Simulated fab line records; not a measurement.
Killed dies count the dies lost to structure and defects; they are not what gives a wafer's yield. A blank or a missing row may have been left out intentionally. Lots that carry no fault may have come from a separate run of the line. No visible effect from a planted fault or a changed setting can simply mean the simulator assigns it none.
The tool behind it: which one? ; flow n5-finfet ; Sampling: 11 lots, 32 wafers, 5 of 1938 route steps

WHAT THE GAUGES READ, wafer by wafer
The record lacks any reading of a measuring or inspecting step that a usual standard deviation could be used to judge.

TOOL THAT RAN EACH LOT (tool first, then ch and the chambers of the sampled wafers, then the start)
lot;N5_BEOL_M1_HM_STRIP_39;N5_PASSIVATION_PASS_ETCH_74;N5_PASSIVATION_AL_ETCH_33;N5_PASSIVATION_ETCH_59;N5_PASSIVATION_PROBE_49
L578;wet-bench-06 ch 0,6,7, day 6 11:46;rie-diel-05 ch 0,1,3, day 12 02:16;rie-metal-01 ch 0,1, day 12 03:53;rie-metal-01 ch 0,1, day 12 04:17;-
L580;wet-bench-06 ch 0,3,7, day 6 15:00;rie-diel-05 ch 1,3, day 12 06:08;rie-metal-01 ch 0, day 12 07:32;rie-metal-01 ch 0, day 12 07:56;-
L585;wet-bench-04 ch 5,6,7, day 7 23:49;rie-diel-06 ch 1,2,3, day 14 05:20;rie-metal-02 ch 0,1, day 14 07:28;rie-metal-02 ch 0,1, day 14 07:46;prober-02, day 14 12:23
L588;wet-bench-03 ch 0,5,7, day 8 16:11;rie-diel-06 ch 0,2,3, day 15 04:38;rie-metal-03 ch 0,1, day 15 06:13;rie-metal-03 ch 0,1, day 15 06:37;prober-01, day 15 11:02
L591;wet-bench-03 ch 5,7, day 9 14:57;rie-diel-05 ch 2,3, day 15 08:44;rie-metal-03 ch 0,1, day 15 11:04;rie-metal-03 ch 0,1, day 15 11:16;prober-02, day 15 15:53
L593;wet-bench-06 ch 0,1,6, day 10 00:28;rie-diel-04 ch 1,3, day 16 06:27;rie-metal-02 ch 0,1, day 16 10:14;rie-metal-02 ch 0,1, day 16 10:38;-
L594;wet-bench-06 ch 0,2,6, day 10 04:18;rie-diel-06 ch 1,2,3, day 15 21:23;rie-metal-01 ch 0,1, day 16 00:24;rie-metal-01 ch 0,1, day 16 00:48;-
L596;wet-bench-06 ch 2,6,7, day 10 18:37;rie-diel-06 ch 0,1,3, day 16 19:41;rie-metal-03 ch 0,1, day 16 21:51;rie-metal-03 ch 0,1, day 16 22:15;-
L597;wet-bench-04 ch 0,5,7, day 11 08:49;rie-diel-04 ch 2,3, day 17 01:14;rie-metal-03 ch 0,1, day 17 03:01;rie-metal-03 ch 0,1, day 17 03:25;-
L600;wet-bench-04 ch 0,2,7, day 11 17:54;rie-diel-06 ch 0,1,3, day 18 07:05;rie-metal-03 ch 0,1, day 18 08:40;rie-metal-03 ch 0,1, day 18 09:04;-
L601;wet-bench-04 ch 1,2,3, day 12 02:22;rie-diel-06 ch 1,2, day 18 01:57;rie-metal-01 ch 0,1, day 18 03:43;rie-metal-01 ch 0,1, day 18 04:01;-
- N5_BEOL_M1_HM_STRIP_39: strips TiN in peroxide tin strip, target depth 25 nm, time 158 s.
- N5_PASSIVATION_PASS_ETCH_74: etches SiNx in CF4/O2, target depth 220 nm, time 110 s.
- N5_PASSIVATION_AL_ETCH_33: etches Al in Cl2/BCl3, stops on TaN, target depth 2800 nm, time 466.7 s.
- N5_PASSIVATION_ETCH_59: etches TaN in Cl2/BCl3, target depth 65 nm, time 34.9 s.
- N5_PASSIVATION_PROBE_49

WHAT THE TOOLS THEMSELVES READ (means of the sampled wafers that have a number; where no wafer has one, the mark that the record gives instead)
N5_PASSIVATION_PASS_ETCH_74. Usual: drypump-motor-current-A 5.4 A, standard deviation 0.45; oes-product-au 0.79 a.u., standard deviation 0.075; rf-vpp-V 241 V, standard deviation 6.7; showerhead-plenum-p-Torr 2.18 Torr, standard deviation 0.06; throttle-valve-pct 16.02 %, standard deviation 0.25.
lot;tool;drypump-motor-current-A (A);oes-product-au (a.u.);rf-vpp-V (V);showerhead-plenum-p-Torr (Torr);throttle-valve-pct (%);flag
L578;rie-diel-05;5.5;0.74;243;2.20;16.12;
L580;rie-diel-05;5.8;0.75;238;2.22;16.06;
L585;rie-diel-06;5.6;0.78;242;2.19;15.98;
L588;rie-diel-06;5.1;0.81;239;2.14;16.00;
L591;rie-diel-05;5.7;0.88;241;2.23;15.80;
L593;rie-diel-04;5.0;0.81;237;2.17;15.98;
L594;rie-diel-06;5.6;0.77;242;2.19;16.02;
L596;rie-diel-06;5.3;0.82;240;2.20;15.87;
L597;rie-diel-04;5.1;0.80;245;2.19;15.89;
L600;rie-diel-06;5.4;0.80;239;2.19;15.87;
L601;rie-diel-06;6.1;0.75;246;2.25;16.12;

N5_PASSIVATION_AL_ETCH_33. Usual: drypump-motor-current-A 5.76 A, standard deviation 0.3; oes-product-au 0.76 a.u., standard deviation 0.085; throttle-valve-pct 34.1 %, standard deviation 0.36.
lot;tool;drypump-motor-current-A (A);oes-product-au (a.u.);throttle-valve-pct (%);flag
L578;rie-metal-01;5.86;0.79;34.0;
L580;rie-metal-01;6.04;0.88;33.5;
L585;rie-metal-02;5.94;0.78;34.1;
L588;rie-metal-03;5.70;0.73;34.3;
L591;rie-metal-03;5.68;0.69;34.5;
L593;rie-metal-02;5.57;0.76;34.0;
L594;rie-metal-01;5.85;0.76;34.0;
L596;rie-metal-03;5.70;0.72;34.3;
L597;rie-metal-03;5.64;0.65;34.5;
L600;rie-metal-03;5.63;0.85;34.1;
L601;rie-metal-01;5.85;0.74;34.0;

N5_PASSIVATION_ETCH_59. Usual: drypump-motor-current-A 5.8 A, standard deviation 0.3; oes-product-au 0.83 a.u., standard deviation 0.1; throttle-valve-pct 20.97 %, standard deviation 0.26.
lot;tool;drypump-motor-current-A (A);oes-product-au (a.u.);throttle-valve-pct (%);flag
L578;rie-metal-01;5.8;0.88;20.87;
L580;rie-metal-01;6.1;0.95;20.55;
L585;rie-metal-02;5.9;0.84;20.95;
L588;rie-metal-03;5.7;0.82;21.11;
L591;rie-metal-03;5.7;0.77;21.19;
L593;rie-metal-02;5.6;0.82;20.97;
L594;rie-metal-01;5.8;0.84;20.87;
L596;rie-metal-03;5.7;0.81;21.12;
L597;rie-metal-03;5.6;0.71;21.26;
L600;rie-metal-03;5.6;0.96;20.86;
L601;rie-metal-01;5.8;0.82;20.90;

N5_PASSIVATION_PROBE_49. Usual: defect-limited-yield 91.5 %, standard deviation 1.5; killed_at_M0_to_M3 33, standard deviation 9.9; killed_at_M4_up 14, standard deviation 5.2; killed-at-contacts 11, standard deviation 5.2; killed-at-front-end 38, standard deviation 10; killed-at-other 4, standard deviation 3.5; killed-dies 100, standard deviation 18; killed-on-rim 13, standard deviation 4.1; killed-open 66, standard deviation 14; killed-short 32, standard deviation 6.9; sort_bin_5_function 5.0 %, standard deviation 1; sort_bin_6_memory 3.1 %, standard deviation 0.69; sort-n-pass 1080, standard deviation 18; sort-yield-pct 91.5 %, standard deviation 1.5.
lot;tool;defect-limited-yield (%);killed_at_M0_to_M3;killed_at_M4_up;killed-at-contacts;killed-at-front-end;killed-at-other;killed-dies;killed-on-rim;killed-open;killed-short;sort_bin_5_function (%);sort_bin_6_memory (%);sort-n-pass;sort-yield-pct (%);flag
L585;prober-02;88.0;64;15;5;47;9;141;18;72;33;7.4;3.6;1039;88.0;OFF
L588;prober-01;89.3;35;13;20;56;2;126;14;81;42;6.2;3.7;1054;89.3;
L591;prober-02;92.8;34;13;6;28;4;85;12;58;27;3.6;3.4;1095;92.8;

THE ANSWER, worked out from the rows above alone
Rule: a lot counts as off when the mean over its wafers that have a number is more than 3 standard deviations away from the usual mean. A lot without any number at a reading at which 4 lots or more have one is off too. Where the step has rows for the other lots, those lots are counted as sound. First the gauges in route order, then the tools' own readings, where a lot's mean is used as printed above. At the first step where some lot is off, the reading lying furthest off is the one used; lots without a number count as furthest.
Off: L585 (N5_PASSIVATION_PROBE_49, killed_at_M0_to_M3). Neither off nor sound, because the step has no rows for them: L578, L580, L593, L594, L596, L597, L600, L601.
If a tool, at that step or one of the process steps before it, ran each lot that is off and ran no sound lot following the first of them, it fits. 2 tools fit, wet-bench-04 at N5_BEOL_M1_HM_STRIP_39 and rie-metal-02 at N5_PASSIVATION_AL_ETCH_33 and N5_PASSIVATION_ETCH_59, so this cannot tell which one it is.

WHAT THE SIMULATOR HAD PUT IN
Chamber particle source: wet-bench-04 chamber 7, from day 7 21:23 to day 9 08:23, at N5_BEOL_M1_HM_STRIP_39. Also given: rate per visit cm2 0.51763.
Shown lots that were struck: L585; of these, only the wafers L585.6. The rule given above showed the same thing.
